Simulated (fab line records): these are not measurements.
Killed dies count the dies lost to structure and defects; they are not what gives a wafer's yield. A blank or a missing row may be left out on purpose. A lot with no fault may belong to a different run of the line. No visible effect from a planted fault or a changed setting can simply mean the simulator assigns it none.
Split-lot study | flow n5-finfet | 21 wafers read across 7 lots, on a route 1938 steps long

## ABOUT THE SPLIT
At N5_BEOL_M10_PEB_26 (peb time 60 s), the setting peb-time-s was moved away from the recipe's 60 s on 3 of the 21 wafers read, by -12.6% to +12.6%. All remaining wafers had this setting at the recipe value.

## FROM THE SPLIT ON TO THE READING: in between, the file shows 1 step
- N5_BEOL_M10_DEVELOP_27: develop time 30 s

## THE READING
cd-nm (nm) at N5_BEOL_M10_CD_MEAS_28, where the cd target is 70 nm. Typical for fault-free wafers on this fab line: 70.3 nm, with standard deviation 0.95 nm.

wafer  | tool, chamber at the split | peb-time-s as run, s | against the recipe | cd-nm, nm | against lot-mates on the recipe
L077.1 | litho-track-01, 0          | 60                   | recipe             | 69.7      | -
L077.3 | litho-track-01, 0          | 60                   | recipe             | 71.0      | -
L077.4 | litho-track-01, 0          | 60                   | recipe             | 70.9      | -
L080.1 | litho-track-01, 0          | 67.54                | +12.6%             | 74.2      | +4.6
L080.3 | litho-track-01, 0          | 60                   | recipe             | 69.6      | -
L080.4 | litho-track-01, 0          | 67.54                | +12.6%             | 75.2      | +5.6
L082.1 | litho-track-01, 0          | 60                   | recipe             | 70.9      | -
L082.4 | litho-track-01, 0          | 60                   | recipe             | 71.1      | -
L082.6 | litho-track-01, 0          | 60                   | recipe             | 70.4      | -
L086.2 | litho-track-03, 0          | 60                   | recipe             | 70.8      | -
L086.4 | litho-track-03, 0          | 60                   | recipe             | 70.7      | -
L086.6 | litho-track-03, 0          | 60                   | recipe             | 71.7      | -
L091.1 | litho-track-03, 0          | 60                   | recipe             | 68.6      | -
L091.2 | litho-track-03, 0          | 60                   | recipe             | 69.4      | -
L091.3 | litho-track-03, 0          | 60                   | recipe             | 68.5      | -
L095.2 | litho-track-03, 0          | 60                   | recipe             | 70.4      | -
L095.3 | litho-track-03, 0          | 60                   | recipe             | 70.3      | -
L095.6 | litho-track-03, 0          | 60                   | recipe             | 70.1      | -
L094.3 | litho-track-05, 0          | 52.45                | -12.6%             | 64.8      | -5.9
L094.5 | litho-track-05, 0          | 60                   | recipe             | 70.7      | -
L094.6 | litho-track-05, 0          | 60                   | recipe             | 70.7      | -

THE FIT
A straight line over all 21 wafers: cd-nm changes by +0.381 nm for each +1% of peb-time-s; r = +0.91; the points scatter about the line by 0.85 nm.
The same after taking each lot's own level away (the mean of its wafers on the recipe; 21 wafers): +0.428 nm for each +1%; r = +0.98; scatter 0.42 nm.
That fit puts the effect of the largest move of peb-time-s on the reading at 5.4 nm.
Measured against the standard deviation above, the lots' own levels, which go from 68.83 to 71.07 nm, span 2.4 times it.
In other words, the slope is changed by the lot-to-lot level; the two fits disagree.
Check: with one of the wafers moved furthest among these (-12.6%) left out of the fit, the line predicts -5.11 nm for it against its lot-mates. It came out at -5.9 nm against them.

## FURTHER SPLITS ON THESE WAFERS
Note: prior to the reading, these wafers also went through further splits. Each is held against what the fit with the lots' levels taken away leaves over:
other split on the same wafers | wafers away from the commonest value | r with cd-nm (lot level and that fit taken away)
N5_BEOL_M8_EXPOSE_25 dose-mj   | 9                                    | +0.07
N5_BEOL_M9_ILD_DEP_00 time-s   | 8                                    | +0.12
N5_BEOL_M9_COAT_60 spin-rpm    | 6                                    | +0.17
N5_BEOL_M10_COAT_63 spin-rpm   | 8                                    | -0.48

## FILE'S OWN FIT
cd-nm changes by +0.437 nm for each +1% of peb-time-s, r = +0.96.
